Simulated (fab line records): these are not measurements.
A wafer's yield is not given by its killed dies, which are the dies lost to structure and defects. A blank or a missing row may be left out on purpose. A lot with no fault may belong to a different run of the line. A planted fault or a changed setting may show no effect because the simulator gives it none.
Chamber matching :: flow n5 finfet :: N5_STI_FIN_REVEAL_ALD_00 on ald sin-02: 4 sister chambers
The step deposits SiO2, target thk 1 nm, pulse time 1 s. 24 wafers are shown with their chamber, then 12 later ones without.

## WAFERS WITH THEIR CHAMBER
wafer: L074.1
chamber: 2
heater power w (W): 481
precursor pulse height rel: 0.981

wafer: L074.2
chamber: 3
heater power w (W): 422
precursor pulse height rel: 0.966

wafer: L074.3
chamber: 1
heater power w (W): 416
precursor pulse height rel: 0.990

wafer: L074.4
chamber: 0
heater power w (W): 443
precursor pulse height rel: 0.991

wafer: L074.5
chamber: 1
heater power w (W): 402
precursor pulse height rel: 1.014

wafer: L074.6
chamber: 2
heater power w (W): 478
precursor pulse height rel: 1.012

wafer: L075.1
chamber: 1
heater power w (W): 409
precursor pulse height rel: 0.974

wafer: L075.4
chamber: 0
heater power w (W): 448
precursor pulse height rel: 0.973

wafer: L075.5
chamber: 1
heater power w (W): 418
precursor pulse height rel: 1.011

wafer: L078.1
chamber: 1
heater power w (W): 420
precursor pulse height rel: 0.971

wafer: L078.2
chamber: 3
heater power w (W): 415
precursor pulse height rel: 1.022

wafer: L078.6
chamber: 1
heater power w (W): 414
precursor pulse height rel: 1.014

wafer: L082.2
chamber: 2
heater power w (W): 482
precursor pulse height rel: 0.990

wafer: L082.3
chamber: 3
heater power w (W): 421
precursor pulse height rel: 0.992

wafer: L082.6
chamber: 0
heater power w (W): 447
precursor pulse height rel: 1.026

wafer: L083.3
chamber: 2
heater power w (W): 495
precursor pulse height rel: 1.027

wafer: L083.4
chamber: 1
heater power w (W): 412
precursor pulse height rel: 1.001

wafer: L083.5
chamber: 1
heater power w (W): 408
precursor pulse height rel: 0.965

wafer: L088.1
chamber: 3
heater power w (W): 399
precursor pulse height rel: 0.979

wafer: L088.5
chamber: 1
heater power w (W): 411
precursor pulse height rel: 1.017

wafer: L088.6
chamber: 0
heater power w (W): 436
precursor pulse height rel: 0.988

wafer: L090.1
chamber: 2
heater power w (W): 487
precursor pulse height rel: 0.985

wafer: L090.2
chamber: 3
heater power w (W): 429
precursor pulse height rel: 1.005

wafer: L090.6
chamber: 3
heater power w (W): 419
precursor pulse height rel: 0.993

SIGNATURES (averages over the wafers above)
reading: heater power w
chamber 0: 443.50
chamber 1: 412.22
chamber 2: 484.60
chamber 3: 417.50
scatter within a chamber: 7.17

reading: precursor pulse height rel
chamber 0: 0.99450
chamber 1: 0.99522
chamber 2: 0.99900
chamber 3: 0.99283
scatter within a chamber: 0.0205
Rule: distance of a wafer from a chamber = root of the sum over the readings of ((wafer's reading minus chamber's mean) / reading's scatter) squared. The wafer belongs to the nearest chamber; if the next one is less than 2 further off, it can't be placed. The scatter: take each reading less its chamber's mean, square it, sum over the shown wafers, divide by the number of wafers less the number of chambers, and take the root.

## WAFERS WITHOUT THEIR CHAMBER
wafer: L091.4
heater power w (W): 450
precursor pulse height rel: 0.997

wafer: L091.5
heater power w (W): 436
precursor pulse height rel: 0.995

wafer: L091.6
heater power w (W): 419
precursor pulse height rel: 0.947

wafer: L093.1
heater power w (W): 478
precursor pulse height rel: 1.001

wafer: L093.3
heater power w (W): 423
precursor pulse height rel: 1.020

wafer: L093.4
heater power w (W): 416
precursor pulse height rel: 1.000

wafer: L094.1
heater power w (W): 471
precursor pulse height rel: 0.976

wafer: L094.3
heater power w (W): 446
precursor pulse height rel: 0.995

wafer: L094.6
heater power w (W): 418
precursor pulse height rel: 1.020

wafer: L097.1
heater power w (W): 481
precursor pulse height rel: 0.980

wafer: L097.4
heater power w (W): 449
precursor pulse height rel: 0.966

wafer: L097.6
heater power w (W): 435
precursor pulse height rel: 0.984

## WHICH CHAMBER EACH ONE RAN IN
wafer: L091.4
from the rows above: 0
in truth: 0

wafer: L091.5
from the rows above: can't be placed: 0 or 3
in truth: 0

wafer: L091.6
from the rows above: can't be placed: 3 or 1 or 0
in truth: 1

wafer: L093.1
from the rows above: 2
in truth: 2

wafer: L093.3
from the rows above: can't be placed: 3 or 1 or 0
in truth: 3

wafer: L093.4
from the rows above: can't be placed: 3 or 1
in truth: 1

wafer: L094.1
from the rows above: can't be placed: 2 or 0
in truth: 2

wafer: L094.3
from the rows above: 0
in truth: 0

wafer: L094.6
from the rows above: can't be placed: 3 or 1
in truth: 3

wafer: L097.1
from the rows above: 2
in truth: 2

wafer: L097.4
from the rows above: 0
in truth: 0

wafer: L097.6
from the rows above: can't be placed: 0 or 3 or 1
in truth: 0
Placed correctly: 5 of 12. Unplaceable from these rows: 7, with the true chamber sitting among the candidates in 7. Placed wrongly: 0.
